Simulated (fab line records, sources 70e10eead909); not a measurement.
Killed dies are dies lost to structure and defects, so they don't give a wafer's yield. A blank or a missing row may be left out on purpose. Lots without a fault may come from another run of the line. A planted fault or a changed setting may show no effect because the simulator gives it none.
fab line records | flow nand_harc | part 2 of 2: steps 5 to 6 of 6
record lots=24 wafers=72 last_day=33
route steps=1302 shown A_STAIRCASE@745
lots that met no fault: from a run of the same line without faults
start_h: hours from the record's first day to the start of the lot's first wafer shown | wait_h: hours since the lot's step before | " the same as in the row above | L1.1+2: a row that stands for several wafers | - no value, or no start given | * or withheld: withheld | < > ~ a bound
route shown NAME@n: a module of which the file shows steps, and the number in the route of the first | usual: mean/standard deviation of fault-free wafers | same: alike in all rows | chamber/n: place in a boat | sites: the reading at each site | _std_site: their standard deviation | _edge_site: outer sites' mean less inner sites' | radius_mm: how far each site lies from the wafer's centre | mask NAME#n: copy n | behind: the tool/chamber that last shaped the wafer | hold: why the lot was held/for how many hours/how that ended | device: the transistor (n, p or np) that didn't switch | end of line: the same wafers' tests at the end of the route | a step without rows: its recipe alone | killed: dies lost to structure and defects at the first sort, not the wafer's yield | map: a wafer's dies, x killed, . not, _ none there
set.NAME: the setting as run; set.NAME@STEP: as run at that earlier step | model.NAME: the simulator's own value behind a step, which no gauge read
steps of the route over a sample of lots; a table a step, a row a wafer
services: from which hour (start_h, from the record's first day; less than 0 if before it) a tool's chamber was out of use, for how many hours, and why
## steps
# step NHARC_A_STAIRCASE_STRIP_274
# recipe o2_flow_sccm=500 ar_flow_sccm=0 bias_w=0 chemistry=O2
# usual drypump_motor_current_A=5.6/0.33 oes_product_au=0.998/0.0088 rf_vpp_V=57.8/0.82 showerhead_plenum_p_Torr=3.55/0.14 throttle_valve_pct=17.036/0.0085
# columns lot.wafer tool chamber start_h wait_h drypump_motor_current_A oes_product_au rf_hours_counter_h rf_vpp_V showerhead_plenum_p_Torr throttle_valve_pct
L074.3 rie_diel-08 0 - - 5.3 1.000 59 57.6 3.74 17.050
L074.4 " 1 " " 6.0 0.989 58 57.3 3.29 17.036
L074.6 " 2 " " 5.4 1.008 - 57.1 3.39 17.055
L076.4 rie_diel-04 1 - - 4.8 1.004 9 57.1 3.37 17.032
L076.5 " 0 " " 5.8 0.996 - 57.7 3.53 17.023
L076.6 " 1 " " 4.8 1.010 - 56.7 3.37 17.037
L075.3 rie_diel-08 3 - - 5.7 0.992 4 57.7 3.45 17.045
L075.4 " 0 " " 5.3 1.008 3 58.8 3.74 17.027
L075.5 " 1 " " 6.0 0.998 - 59.8 3.81 17.039
L077.1 rie_diel-08 0 - - 5.3 1.004 10 58.1 3.73 17.031
L077.4 " 2 " " 5.4 1.012 8 57.6 3.39 17.042
L077.2 " 3 " " 5.7 1.004 8 57.9 3.45 17.026
L078.2 rie_diel-07 3 - - 6.0 1.004 44 58.6 3.59 17.035
L078.4 " 0 " " 5.8 1.006 36 57.9 3.67 17.048
L078.6 " 3 " " 6.0 1.002 - 58.6 3.59 17.029
L079.3 rie_diel-08 0 - - 5.3 1.004 18 58.3 3.73 17.038
L079.1 " 3 " " 5.7 0.991 16 57.8 3.45 17.045
L079.5 " 0 " " 5.3 1.016 - 59.2 3.73 17.036
L080.1 rie_diel-04 0 - - 5.8 0.984 19 57.9 3.53 17.034
L080.4 " 3 " " 5.3 0.996 17 59.0 3.63 17.035
L080.5 " 0 " " 5.9 1.003 - 57.8 3.53 17.024
L081.4 rie_diel-04 0 - - 5.8 0.984 24 57.3 3.52 17.044
L081.2 " 1 " " 4.8 1.002 23 57.7 3.37 17.042
L081.1 " 2 " " 5.8 0.993 22 57.8 3.74 17.040
L082.4 rie_diel-07 2 - - 5.6 1.003 51 57.2 3.50 17.042
L082.1 " 3 " " 6.0 1.010 59 57.9 3.58 17.038
L082.6 " 2 " " 5.6 0.993 - 58.7 3.50 17.032
L084.1 rie_diel-08 2 - - 5.5 1.009 28 56.7 3.38 17.046
L084.6 " 2 " " 5.5 1.006 - 58.5 3.38 17.032
L084.5 " 3 " " 5.7 1.003 - 58.6 3.44 17.051
L083.1 rie_diel-04 1 - - 4.8 1.016 31 57.1 3.36 17.024
L083.4 " 0 " " 5.8 0.995 31 58.0 3.52 17.043
L083.6 " 2 " " 5.8 0.998 - 58.8 3.74 17.033
L085.3 rie_diel-07 1 - - 5.5 0.979 2 57.6 3.46 17.042
L085.1 " 0 " " 5.8 1.003 2 57.3 3.65 17.034
L085.5 " 2 " " 5.6 1.004 - 58.0 3.49 17.026
L086.4 rie_diel-07 1 - - 5.5 0.993 3 56.4 3.46 17.042
L086.3 " 2 " " 5.6 1.005 2 58.4 3.49 17.031
L086.6 " 1 " " 5.5 0.989 - 59.0 3.46 17.017
L087.4 rie_diel-08 0 - - 5.3 0.999 40 58.0 3.72 17.033
L087.2 " 3 " " 5.7 0.997 43 57.2 3.43 17.041
L087.6 " 0 " " 5.3 1.008 - 59.0 3.72 17.021
L089.3 rie_diel-07 2 - - 5.6 0.993 10 58.7 3.49 17.025
L089.2 " 0 " " 5.8 0.998 9 59.0 3.65 17.043
L089.5 " 2 " " 5.6 0.995 - 58.0 3.49 17.038
L088.2 rie_diel-08 3 - - 5.7 0.985 47 57.9 3.43 17.042
L088.5 " 2 " " 5.4 1.009 - 57.9 3.37 17.051
L088.6 " 3 " " 5.7 0.994 - 57.2 3.43 17.034
L091.3 rie_diel-07 2 - - 5.6 0.986 20 57.1 3.48 17.029
L091.2 " 3 " " 6.0 1.000 19 56.3 3.57 17.049
L091.5 " 0 " " 5.8 0.989 - 58.4 3.64 17.023
L090.1 rie_diel-08 0 - - 5.3 0.996 58 57.0 3.71 17.042
L090.2 " 1 " " 6.0 0.987 55 57.2 3.78 17.024
L090.6 " 3 " " 5.7 1.002 - 57.3 3.42 17.028
L092.4 rie_diel-07 3 - - 6.1 0.997 28 57.9 3.56 17.035
L092.5 " 0 " " 5.8 0.999 - 56.8 3.63 17.038
L092.6 " 1 " " 5.5 0.989 - 56.1 3.44 17.040
L093.4 rie_diel-04 3 - - 5.2 1.001 8 58.5 3.60 17.032
L093.6 " 0 " " 5.9 0.992 - 56.9 3.50 17.034
L093.5 " 1 " " 4.8 1.002 - 57.5 3.35 17.049
L094.1 rie_diel-04 2 - - 5.8 0.999 11 58.9 3.72 17.045
L094.3 " 3 " " 5.3 0.993 8 59.5 3.60 17.042
L094.4 " 0 " " 5.8 0.994 13 58.1 3.50 17.025
L096.2 rie_diel-07 1 - - 5.5 0.991 37 58.8 3.44 17.047
L096.5 " 1 " " 5.5 0.996 - 57.6 3.44 17.054
L096.6 " 2 " " 5.6 1.000 - 58.5 3.48 17.028
L095.2 rie_diel-08 3 - - 5.7 0.990 10 56.5 3.42 17.024
L095.1 " 0 " " 5.3 0.993 11 56.8 3.70 17.035
L095.6 " 2 " " 5.4 0.995 - 57.5 3.36 17.044
L097.2 rie_diel-04 3 - - 5.3 0.991 16 57.6 3.60 17.046
L097.1 " 0 " " 5.8 1.007 24 58.1 3.50 17.029
L097.5 " 1 " " 4.8 1.010 - 56.4 3.34 17.025
# step NHARC_A_STAIRCASE_DEP_151
# recipe target_thk_a=72000 temp_c=400 target_thk_nm=7200 teos_flow_sccm=200 rf_w=500 material=SiO2
# usual heater_power_w=605/71 mfc_precursor_sccm=200.1/0.58 rf_fwd_power_W=499.6/1.4
# columns lot.wafer tool chamber start_h wait_h heater_power_w mfc_precursor_sccm rf_fwd_power_W
L074.3 pecvd-02 0 395.74 0.6 649 200.4 499.6
L074.6 " 1 " " 639 200.0 499.3
L074.4 " 0 " " 550 200.7 500.3
L075.3 pecvd-01 0 411.17 0.6 608 200.7 500.8
L075.5 " 1 " " 524 200.8 501.3
L075.4 " 2 " " 561 200.9 498.9
L076.6 pecvd-01 2 415.14 0.7 550 200.2 499.4
L076.5 " 0 " " 513 199.6 499.8
L076.4 " 1 " " 527 199.4 499.4
L077.1 pecvd-02 0 424.38 0.4 550 199.7 501.3
L077.2 " 1 " " 672 199.4 500.3
L077.4 " 2 " " 632 200.2 499.8
L078.2 pecvd-01 0 438.23 0.4 638 200.2 500.5
L078.4 " 1 " " 524 200.6 498.1
L078.6 " 2 " " 554 200.2 500.3
L080.1 pecvd-03 0 449.87 0.5 770 200.3 499.5
L080.4 " 0 " " 655 200.4 499.9
L080.5 " 1 " " 564 200.0 500.2
L079.3 pecvd-02 1 449.87 0.5 724 198.8 498.4
L079.1 " 2 " " 722 199.8 500.7
L079.5 " 1 " " 610 199.6 500.5
L081.1 pecvd-02 2 469.24 0.4 788 199.5 501.1
L081.2 " 0 " " 650 199.4 498.9
L081.4 " 0 " " 547 199.8 500.1
L082.1 pecvd-03 0 486.79 0.5 696 200.0 497.9
L082.4 " 0 " " 645 199.5 498.7
L082.6 " 1 " " 555 200.0 500.4
L084.1 pecvd-02 0 493.87 0.6 561 200.3 498.1
L084.5 " 1 " " 631 199.9 500.3
L084.6 " 0 " " 539 200.7 498.5
L083.1 pecvd-03 2 493.87 0.6 628 200.7 495.6
L083.6 " 1 " " 566 200.8 499.4
L083.4 " 2 " " 547 200.0 497.6
L085.3 pecvd-03 2 509.73 0.5 562 200.5 500.7
L085.1 " 0 " " 748 198.6 500.9
L085.5 " 0 " " 646 199.9 499.5
L086.3 pecvd-02 1 513.03 0.6 736 200.1 498.2
L086.4 " 2 " " 624 200.1 500.7
L086.6 " 1 " " 616 201.4 497.9
L087.2 pecvd-01 0 528.61 0.6 613 200.4 502.2
L087.4 " 1 " " 517 200.6 501.2
L087.6 " 0 " " 508 200.7 500.6
L088.2 pecvd-01 1 535.77 0.4 533 200.2 497.2
L088.6 " 1 " " 518 200.4 497.6
L088.5 " 0 " " 520 201.0 499.7
L089.2 pecvd-03 1 535.86 0.5 661 200.3 500.4
L089.3 " 2 " " 671 199.6 495.8
L089.5 " 1 " " 558 199.8 500.2
L091.3 pecvd-01 2 563.69 0.5 635 199.7 498.3
L091.2 " 0 " " 585 201.2 499.7
L091.5 " 1 " " 517 200.2 500.3
L090.1 pecvd-01 1 569.06 0.4 623 199.6 501.4
L090.2 " 0 " " 643 199.6 498.1
L090.6 " 2 " " 529 199.7 499.5
L094.1 pecvd-03 2 588.55 0.4 628 201.1 502.0
L094.3 " 1 " " 715 200.0 500.8
L094.4 " 1 " " 571 200.1 502.1
L092.4 pecvd-02 2 588.83 0.7 642 199.5 498.3
L092.5 " 0 " " 563 200.2 496.7
L092.6 " 1 " " 623 199.9 501.1
L093.6 pecvd-01 0 588.86 0.7 532 199.8 495.3
L093.5 " 1 " " 510 198.7 499.9
L093.4 " 2 " " 518 200.2 500.8
L096.2 pecvd-03 1 609.68 0.5 711 200.1 497.2
L096.6 " 0 " " 656 200.2 498.6
L096.5 " 2 " " 563 200.3 502.9
L095.1 pecvd-01 0 614.08 0.4 589 199.3 497.1
L095.2 " 2 " " 620 200.5 500.9
L095.6 " 1 " " 512 200.5 499.3
L097.2 pecvd-01 1 627.03 0.4 529 200.4 499.2
L097.1 " 2 " " 635 200.0 497.5
L097.5 " 2 " " 529 199.8 498.7
## services
# columns tool chamber start_h hours kind
plasma_asher-01 - 342.00 9.0 pm
rie_diel-04 2 346.75 6.7 repair
rie_diel-04 - 356.20 9.0 pm
pecvd-03 - 366.61 13.0 pm
rie_diel-08 - 367.91 9.0 pm
rie_diel-07 1 374.61 3.3 repair
rie_diel-07 0 388.16 14.9 repair
pecvd-02 1 397.50 6.1 repair
pecvd-02 - 408.00 13.0 pm
rie_diel-08 2 409.45 4.7 repair
plasma_asher-02 - 426.29 9.0 pm
pecvd-01 - 459.76 1.4 repair
rie_diel-07 1 459.92 9.0 repair
pecvd-01 - 478.88 1.2 repair
pecvd-01 - 492.07 13.0 pm
plasma_asher-01 - 519.00 9.0 pm
plasma_asher-02 - 519.02 5.1 repair
pecvd-01 2 530.74 6.2 repair
rie_diel-04 - 533.20 9.0 pm
rie_diel-04 2 556.72 1.8 repair
pecvd-01 1 572.70 4.7 repair
rie_diel-08 0 589.91 4.2 repair
plasma_asher-02 - 603.29 9.0 pm
pecvd-01 0 605.57 3.9 repair
